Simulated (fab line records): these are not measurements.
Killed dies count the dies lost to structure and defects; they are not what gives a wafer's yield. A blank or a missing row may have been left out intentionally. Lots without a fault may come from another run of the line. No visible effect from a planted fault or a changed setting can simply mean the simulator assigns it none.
Problem report in the 8D (eight disciplines) form, filled by code :: flow n5-finfet :: the parts of the form that need people (team, actions taken, sign-off) are left out

## 1. THE ISSUE
Mean of run-length-s at N5_BEOL_M11_CURE_72: 185.3 s across 3 wafers in 2 lots; on wafers with no fault it is 177.9 s (standard deviation 0.63). Relative to the usual mean, that is a shift of +12 standard deviations.
The step: cures SiCOH lowk, time 120 s.
The first sign was on wafer L823.4 at day 14 14:18, on uv-cure-01. The record has a number at this step for 34 wafers belonging to 12 lots. Rule for "out", or "out of limits": more than 4 standard deviations from the usual mean. The other wafers with a number count as sound.

## 2. WHAT IT IS, AND WHAT IT ISN'T
question: which readings at this step
is: run-length-s
is not: lamp-power-pct

question: which lots
is: L820, L823
is not: L813, L814, L815, L817, L818, L819, L821, L831, L832, L833

question: which wafers of those lots
is: L820.6, L823.4, L823.6
is not: L820.5

question: read on which tools
is: uv-cure-01
is not: uv-cure-02, uv-cure-03

question: when
is: from day 14 14:18
is not: up to then (21 sound wafers); but 10 sound wafers of L820, L831, L832, L833 came after

## 3. THE SUSPECTS, EACH WITH WHAT RULES IT OUT
Counting: if a tool at a process step up to the reading ran every lot that is out, it stays a suspect. Sound lots after the first of them don't rule it out here, since some wafers of a struck lot are sound.
- uv-cure-01 at N5_BEOL_M11_CURE_72 (cures SiCOH lowk, time 120 s): kept. Ran every lot that is out, first one L823 (day 14 14:18); last sound lot up to then L819 (day 13 14:35). Its own readings are out on those wafers: run-length-s.
The count leaves uv-cure-01 at N5_BEOL_M11_CURE_72.

## 4. THE CAUSE (what the simulator had put in)
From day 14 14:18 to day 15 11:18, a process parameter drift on uv-cure-01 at N5_BEOL_M11_CURE_72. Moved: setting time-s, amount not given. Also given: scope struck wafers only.
Counting left only this tool.

## 5. THE EFFECT CHAIN, in route order
Each row: a reading where the mean over the struck wafers with a number is more than 3 standard deviations away from the usual. Scope: only readings with a usual standard deviation given in the record; hours: median across lots of the time from each lot's start at the first step in this table that gives one to its start at this step; sigmas: change in usual standard deviations.
hours: 0
step: N5_BEOL_M11_CURE_72
reading: run-length-s
usual: 177.9 s
on struck wafers: 185.3
change: +7.4
sigmas: +12
Here are the process steps it includes:
- N5_BEOL_M11_CURE_72: cures SiCOH lowk, time 120 s.

## 6. HOW IT WOULD HAVE BEEN CAUGHT EARLIER
In this record no reading fell out of limits until day 14 14:18, 0 hours after the fault had begun at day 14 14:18.
